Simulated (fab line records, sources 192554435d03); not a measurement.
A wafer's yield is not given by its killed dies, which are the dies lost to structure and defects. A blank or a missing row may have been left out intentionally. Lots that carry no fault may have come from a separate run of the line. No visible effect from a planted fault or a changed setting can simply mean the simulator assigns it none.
Split-lot experiment    flow n5-finfet    route with 1938 steps; 7 lots, 21 wafers read

== ON THE SPLIT ==
At N5_BEOL_M0_SAQP_SPACER2_ALD_26 (deposits SiO2, target thk 15 nm, pulse time 1 s, purge time 2 s), the setting target-thk-a was moved away from the recipe's 150 angstrom on 8 of the 21 wafers read, by -9.6% to +9.0%. All remaining wafers had this setting at the recipe value.

== FROM THE SPLIT TO THE READING: what the file shows between them, 2 steps ==
- N5_BEOL_M0_SAQP_SPACER2_ETCHBACK_27: etches SiO2 in CHF3/O2, target depth 22.5 nm, time 11.25 s
- N5_BEOL_M0_SAQP_MANDREL2_REMOVE_110: chemistry HBr/Cl2/O2, target a-Si, stops on SiCN, bt time 10 s

== THE READING ==
cd-nm, in nm, at N5_BEOL_M0_SAQP_CD_MEAS_29 (target cd 14.4 nm). Fault-free wafers of this fab line usually give 14.97 nm, standard deviation 0.21 nm.

wafer   tool, chamber at the split  target-thk-a as run, angstrom  against the recipe  cd-nm, nm  against lot-mates on the recipe
L075.2  ald-sin-02, 0,2,1           150                            recipe              15.04      -
L075.3  ald-sin-02, 0,2,1           150                            recipe              15.10      -
L075.4  ald-sin-02, 0,2,1           150                            recipe              14.84      -
L077.3  ald-sin-03, 2,3,2           150                            recipe              15.00      -
L077.4  ald-sin-03, 2,3,2           150                            recipe              15.14      -
L077.6  ald-sin-03, 2,3,2           150                            recipe              15.06      -
L080.3  ald-sin-03, 3               150                            recipe              15.02      -
L080.4  ald-sin-03, 1               163.5                          +9.0%               16.16      +1.14
L080.6  ald-sin-03, 1               163.5                          +9.0%               15.97      +0.95
L084.1  ald-sin-02, 0               150                            recipe              14.99      -
L084.3  ald-sin-02, 2,1             158.6                          +5.7%               15.87      +0.88
L084.5  ald-sin-02, 2,1             158.6                          +5.7%               15.84      +0.85
L092.1  ald-sin-01, 0               135.6                          -9.6%               13.52      -1.55
L092.3  ald-sin-01, 1               135.6                          -9.6%               13.78      -1.29
L092.6  ald-sin-01, 0               150                            recipe              15.07      -
L095.1  ald-sin-03, 3,0,2           150                            recipe              14.91      -
L095.3  ald-sin-03, 3,0,2           150                            recipe              15.22      -
L095.6  ald-sin-03, 3,0,2           150                            recipe              14.86      -
L096.2  ald-sin-01, 3               150                            recipe              15.16      -
L096.3  ald-sin-01, 2,0             138.7                          -7.5%               13.87      -1.29
L096.4  ald-sin-01, 2,0             138.7                          -7.5%               13.74      -1.42
Where a row lists several chambers, the file gives one row for several wafers and doesn't say which wafer went through which chamber.

FIT RESULTS
A straight line over all 21 wafers: cd-nm changes by +0.139 nm for each +1% of target-thk-a; r = +0.98; the points scatter about the line by 0.14 nm.
The same after taking each lot's own level away (the mean of its wafers on the recipe; 21 wafers): +0.145 nm for each +1%; r = +0.98; scatter 0.15 nm.
Per that fit: largest target-thk-a move, reading shift of 1.4 nm.
Measured against the standard deviation above, the lots' own levels, which go from 14.990 to 15.160 nm, span 0.8 times it.
Hence the lot-to-lot level has little effect on the slope; both slopes agree.
Check: for one of the wafers moved furthest among these (-9.6%), held out of the fit, the line's prediction against its lot-mates is -1.41 nm. Against them it came out at -1.55 nm.

== OTHER SPLITS APPLIED TO THESE WAFERS ==
Before the reading, these wafers also passed through other splits. Each is held against what the fit with the lots' levels taken away leaves over:
other split on the same wafers           wafers away from the commonest value  r with cd-nm (lot level and that fit taken away)
N5_BEOL_M0_SAQP_COAT_08 spin-rpm         8                                     +0.12
N5_BEOL_M0_SAQP_ETCH_106 target-depth-a  9                                     -0.10

== THE WHOLE CHAIN: every reading that the file lists as answering this split, in the file's order ==
step                                 what it does                                                     reading                                                                                      change (the file's fit)                r (the file's)
N5_BEOL_M0_SAQP_SPACER2_ALD_26       deposits SiO2, target thk 15 nm, pulse time 1 s, purge time 2 s  SiO2_of_BEOL_M0_SAQP_SPACER2_ALD_26.thk-nm (the simulator's own value, which no gauge read)  +0.151 nm for each +1% of the setting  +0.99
N5_BEOL_M0_SAQP_MANDREL2_REMOVE_110  chemistry HBr/Cl2/O2, target a-Si, stops on SiCN, bt time 10 s   BEOL_M0_SAQP.cd-nm (the simulator's own value, which no gauge read)                          +0.146 nm for each +1% of the setting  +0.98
N5_BEOL_M0_SAQP_CD_MEAS_29           target cd 14.4 nm                                                cd-nm                                                                                        +0.145 nm for each +1% of the setting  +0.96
N5_BEOL_M0_ETCH_138                  etches SiCN in CH3F/O2, target depth 12 nm, time 31.6 s          SiO2_of_BEOL_M0_SAQP_SPACER2_ALD_26.thk-nm (the simulator's own value, which no gauge read)  +0.137 nm for each +1% of the setting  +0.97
N5_BEOL_M0_HM_OPEN_105               chemistry Cl2/BCl3, target TiN, target depth 12 nm               SiO2_of_BEOL_M0_SAQP_SPACER2_ALD_26.thk-nm (the simulator's own value, which no gauge read)  +0.124 nm for each +1% of the setting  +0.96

== FILE'S OWN FIT ==
cd-nm changes by +0.145 nm for each +1% of target-thk-a, r = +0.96.
